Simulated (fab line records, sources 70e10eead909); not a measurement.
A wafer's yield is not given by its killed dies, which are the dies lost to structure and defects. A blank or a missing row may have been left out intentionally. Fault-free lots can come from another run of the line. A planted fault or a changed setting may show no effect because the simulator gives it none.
Which of the tools did it?    flow nand harc    6 lots with 18 wafers sampled at 5 steps, on a route of 1159 steps

== WHAT THE GAUGES READ, wafer by wafer ==
NHARC_END_SORT_01.
lot   measured      on         killed at array
L736  day 20 09:11  prober-01  673 673 673
L741  day 21 22:19  prober-01  674 673 674

== EACH LOT AND THE TOOL THAT RAN IT (in order: tool; ch and the chambers of the sampled wafers; start) ==
lot   NHARC_A_STAIRCASE_DEP_322      NHARC_A_BONDPAD_ETCH_24                        NHARC_THIN_TSV_ETCH_44              NHARC_THIN_TSV_STRIP_62
L734  pecvd-04 ch 0,2, day 13 04:15  rie diel-04 ch 0,1,2, day 19 06:28 or earlier  rie diel-05 ch 0,1,3, day 19 06:28  plasma asher-01 ch 0,1, day 19 08:46
L736  pecvd-01 ch 0,2, day 13 16:26  -                                              -                                   -
L741  pecvd-01 ch 1,2, day 14 11:51  -                                              -                                   -
L749  pecvd-01 ch 0,1, day 16 19:28  rie diel-11 ch 1,3, day 22 08:30 or earlier    rie diel-05 ch 0,1,2, day 22 08:30  plasma asher-02 ch 0,1, day 22 11:16
L752  pecvd-03 ch 0,2, day 17 13:38  rie diel-04 ch 1,3, day 22 12:55               rie diel-03 ch 0,2,3, day 23 04:16  plasma asher-01 ch 0,1, day 23 06:37
L755  pecvd-01 ch 0,2, day 18 06:47  rie diel-11 ch 0,1,2, day 23 22:15 or earlier  rie diel-05 ch 0,2, day 23 22:15    plasma asher-01 ch 0,1, day 24 00:59
- NHARC_A_STAIRCASE_DEP_322: deposits SiO2, target thk 3800 nm.
- NHARC_A_BONDPAD_ETCH_24: etches the open film in CF4/N2, target depth 30 nm, time 72.99 s.
- NHARC_THIN_TSV_ETCH_44: etches the open film in CF4/O2, target depth 1594.2 nm, time 797.1 s.
- NHARC_THIN_TSV_STRIP_62: strips in N2/H2, time 20 s.

== THE ANSWER, worked out from the rows above alone ==
Rule: what is usual is taken from the lots themselves. Put in order of their means at a reading, lots are off if they are a third of the lots or fewer, leave a main group of 4 or more, and stand apart from it by a gap of 3 or more times the standard deviation of the main group's means; of several such gaps the widest counts. Not used: any main group whose means are identical at the precision the tables above print for the reading. A lot without any number at a reading at which 4 lots or more have one is off too. Any other lot the step has rows for is counted as sound.
Nothing can be told from this: no lot is off at any reading shown.

== WHAT THE SIMULATOR HAD INSERTED ==
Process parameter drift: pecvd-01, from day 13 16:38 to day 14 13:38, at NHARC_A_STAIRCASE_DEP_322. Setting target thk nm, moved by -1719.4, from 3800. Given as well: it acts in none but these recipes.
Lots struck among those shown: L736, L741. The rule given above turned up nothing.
